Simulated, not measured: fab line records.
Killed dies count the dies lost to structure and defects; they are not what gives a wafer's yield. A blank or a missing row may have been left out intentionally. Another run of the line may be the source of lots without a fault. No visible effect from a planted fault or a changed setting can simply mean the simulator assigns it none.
Comparing a struck lot with a sound one | flow nandHarc | 24 steps out of a route of 1302
Sound: these wafers, L938.1, L938.2, L938.3. Struck: wafer L953.1 (L953.3, L953.5, from the same lot, were not struck and are left out); the cause is given at the end.
At each step with rows: each side's tool, then ch and its chambers, then its first start. Under that, the readings that differ: sound wafers | struck wafers | difference of the means | sigmas: that difference in standard deviations of wafers without a fault.
alike: a reading whose means differ by less than 2 such deviations, as well as words and numbers matching on both sides. not compared: withheld readings; readings where some wafer has no value; bounds like >300 that might hide an equal value; numbers whose values overlap and for which the record gives no deviation.
The two part at a step that has a row with sigmas, a row that says differs or no value, or rows on one side only. When numbers do not overlap yet have no deviation, they are printed without sigmas and do not part them. A reading missing from all wafers of one side parts the sides only when that side holds two or more wafers.

first, 1 step without rows for these wafers: NHARC_P_M1_SRD_25.
NHARC_P_M1_INSPECT_27:
  sound on defectInspect-02, day 6 14:53; struck on defectInspect-02, day 13 00:39
  alike: rawDefectCount
NHARC_P_M1_PRE_CLEAN_32: time 12 s.
  sound on pecvd-04 ch 0,1,2, day 6 14:58; struck on pecvd-04 ch 0, day 13 00:44
  alike: heaterPowerW, rfFwdPowerW
NHARC_P_M1_DEP_33: deposits SiCN, target thk 30 nm.
  sound on pecvd-04 ch 0,1,2, day 6 15:02; struck on pecvd-04 ch 0, day 13 00:50
  alike: heaterPowerW, rfFwdPowerW
then, 7 steps without rows for these wafers: NHARC_P_M2_DEP_00 (deposits SiOC, target thk 182.5 nm); NHARC_P_M2_DEHYDRATE_01 (time 120 s); NHARC_P_M2_HMDS_02 (time 30 s); NHARC_P_M2_COAT_34 (time 65 s); NHARC_P_M2_COAT_03 (resist thk 90 nm); NHARC_P_M2_SOFTBAKE_04 (time 55 s); NHARC_P_M2_EBR_05.
NHARC_P_M2_EXPOSE_06: exposes mask P M2, target cd 170 nm.
  sound on arfiScanner-03 ch 0, day 6 16:11; struck on arfiScanner-03 ch 0, day 13 01:54
  alike: mask
then, 2 steps without rows for these wafers: NHARC_P_M2_PEB_07 (peb time 65 s); NHARC_P_M2_DEVELOP_08 (develop time 35 s).
NHARC_P_M2_CD_MEAS_09 targets a cd of 170 nm.
  sound on cdSem-03 ch 0, day 6 16:19; struck on cdSem-01 ch 0, day 13 02:02
reading   | sound             | struck | difference | sigmas
cdNm (nm) | 169.9 169.2 170.1 | 181.5  | +11.8      | +19
NHARC_P_M2_OVL_MEAS_10: pitch 340 nm.
  sound on overlay-02, day 6 16:25; struck on overlay-02, day 13 02:08
  alike: overlayXNm, overlayYNm
NHARC_P_M2_INSPECT_11:
  sound on defectInspect-02, day 6 16:26; struck on defectInspect-02, day 13 02:10
  alike: rawDefectCount
NHARC_P_M2_DESCUM_14: chemistry O2, time 3 s.
  sound on rieDiel-03 ch 0,1,2, day 6 16:30; struck on rieDiel-11 ch 1, day 13 02:14
reading              | sound             | struck | difference | sigmas
oesProductAu (a.u.)  | 0.990 0.990 0.965 | 1.015  | +0.033     | +3
rfHoursCounterH (h)  | 1.4 1.5 1.8       | 2.3    | +0.7       | 
model.P_M2.cdNm (nm) | 170.5 169.6 169.4 | 181    | +11        | 
  alike: drypumpMotorCurrentA, rfVppV, showerheadPlenumPTorr, throttleValvePct
NHARC_P_M2_ETCH_35: etches the open film in N2/H2, target depth 40 nm, overetch 12 nm, time 43.94 s.
  sound on rieDiel-03 ch 0,1,3, day 6 16:35; struck on rieDiel-11 ch 3, day 13 02:19
reading             | sound       | struck | difference | sigmas
rfHoursCounterH (h) | 1.5 1.6 1.8 | 1.4    | -0.2       | 
  alike: drypumpMotorCurrentA, oesProductAu, rfFwdPowerW, rfVppV, showerheadPlenumPTorr, throttleValvePct
NHARC_P_M2_ETCH_15: etches the open film in C4F8/Ar, target depth 182.5 nm, time 91.2 s.
  sound: rieDiel-03 ch 0,1,3; struck: rieDiel-11 ch 1
reading             | sound             | struck | difference | sigmas
oesProductAu (a.u.) | 0.972 0.981 0.958 | 0.916  | -0.054     | -3
rfFwdPowerW (W)     | 596.9 594.2 595.7 | 601.1  | +5.5       | +3
rfHoursCounterH (h) | 1.8 1.6 1.6       | 2.3    | +0.6       | 
  alike: rfVppV
NHARC_P_M2_CD_MEAS_16:
  sound on cdSem-03, day 6 16:49; struck on cdSem-03, day 13 02:32
reading   | sound             | struck | difference | sigmas
cdNm (nm) | 170.5 169.3 169.7 | 180.7  | +10.9      | +14
NHARC_P_M2_STRIP_18: strips in N2/H2.
  sound on rieDiel-11 ch 0,1,2, day 6 16:53; struck on rieDiel-03 ch 3, day 13 02:38
reading             | sound          | struck | difference | sigmas
rfHoursCounterH (h) | 3.4 2.9 3.0    | 0.0    | -3.1       | 
rfVppV (V)          | 91.9 91.7 93.0 | 89.1   | -3.1       | -3
  alike: drypumpMotorCurrentA, oesProductAu, rfFwdPowerW, showerheadPlenumPTorr, throttleValvePct
NHARC_P_M2_ETCH_28: etches the open film in CF4/N2, target depth 30 nm, time 72.99 s.
  sound: rieDiel-11 ch 0,1,2; struck: rieDiel-03 ch 0
reading              | sound             | struck | difference | sigmas
oesProductAu (a.u.)  | 1.019 0.991 1.027 | 0.991  | -0.021     | -2
rfHoursCounterH (h)  | 3.0 3.5 2.9       | 0.1    | -3.0       | 
model.P_M2.cdNm (nm) | 170.3 169.9 169   | 180.6  | +10.9      | 
  alike: drypumpMotorCurrentA, rfFwdPowerW, rfVppV, showerheadPlenumPTorr, throttleValvePct
then, 1 step without rows for these wafers: NHARC_P_M2_STRIP_19 (strips in post etch residue remover, time 600 s).

WHERE THEY PART
Last at NHARC_P_M2_ETCH_28 as far as this record goes, first at NHARC_P_M2_CD_MEAS_09.

WHY: the cause the simulator had injected
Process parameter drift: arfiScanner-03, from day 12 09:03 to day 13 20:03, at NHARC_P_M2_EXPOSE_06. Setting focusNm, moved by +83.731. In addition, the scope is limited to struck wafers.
